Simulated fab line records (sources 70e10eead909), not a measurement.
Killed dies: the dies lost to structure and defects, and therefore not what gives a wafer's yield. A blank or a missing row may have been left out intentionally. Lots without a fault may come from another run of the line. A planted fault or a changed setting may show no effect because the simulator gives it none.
Which tool was responsible? -- flow nand harc -- Sampling: 6 lots, 18 wafers, 5 of 1159 route steps

## WHAT THE GAUGES READ, wafer by wafer
NHARC_END_SORT_01.
lot,measured,on,killed at array
L884,day 21 03:27,prober-02,25 21 25

## EACH LOT AND THE TOOL THAT RAN IT (in order: tool; ch and the chambers of the sampled wafers; start)
lot,NHARC_P_CONTACT_DEP_00,NHARC_P_CONTACT_DESCUM_17,NHARC_P_CONTACT_DEGAS_38,NHARC_P_CONTACT_ALD_22
L883,"pecvd-04 ch 0,1,2, day 6 09:33 or earlier","rie diel-05 ch 2,3, day 6 09:33","pvd sputter-02, day 6 11:14","ald metal-01 ch 1,2, day 6 11:29"
L884,"pecvd-01 ch 0,1, day 7 03:26 or earlier","rie diel-08 ch 0,1,3, day 7 03:26","pvd sputter-01, day 7 05:01","ald metal-01 ch 0,2,3, day 7 05:15"
L893,"pecvd-01 ch 0,1,2, day 9 05:58 or earlier","rie diel-05 ch 0,1,2, day 9 05:58","pvd sputter-03, day 9 07:34","ald metal-01 ch 1,2,3, day 9 07:50"
L895,"pecvd-02 ch 0,2, day 9 14:32 or earlier","rie diel-08 ch 0,3, day 9 14:32","pvd sputter-02, day 9 16:40","ald metal-02 ch 0,1,2, day 9 16:55"
L898,"pecvd-04 ch 0,1, day 10 08:03 or earlier","rie diel-05 ch 0,2,3, day 10 08:03","pvd sputter-02, day 10 09:38","ald metal-04 ch 0,1,2, day 10 09:52"
L900,"pecvd-04 ch 0,1,2, day 10 18:53 or earlier","rie diel-08 ch 0,1,3, day 10 18:53","pvd sputter-03, day 10 20:28","ald metal-02 ch 0,1,3, day 10 20:44"
- NHARC_P_CONTACT_DEP_00: deposits SiO2, target thk 500 nm.
- NHARC_P_CONTACT_DESCUM_17: chemistry O2, time 3 s.
- NHARC_P_CONTACT_DEGAS_38: time 60 s.
- NHARC_P_CONTACT_ALD_22: deposits TiN, target thk 3 nm, pulse time 1 s, ald cycles 150.

## THE ANSWER, worked out from the rows above alone
Rule: the usual values come from the lots themselves. The widest of any qualifying gaps counts: lots, ordered by their means at a reading, are off when they make up no more than a third of the lots, leave a main group of 4 or more, and stand apart from it by 3 or more times the standard deviation of that group's means. If all means in a main group match to the digits the tables above print for the reading, that group is not used. A lot without any number at a reading at which 4 lots or more have one is off too. All remaining lots with rows at the step are treated as sound.
No lot is off on any of the readings shown, so nothing can be concluded from this.

## WHAT HAD BEEN PUT IN BY THE SIMULATOR
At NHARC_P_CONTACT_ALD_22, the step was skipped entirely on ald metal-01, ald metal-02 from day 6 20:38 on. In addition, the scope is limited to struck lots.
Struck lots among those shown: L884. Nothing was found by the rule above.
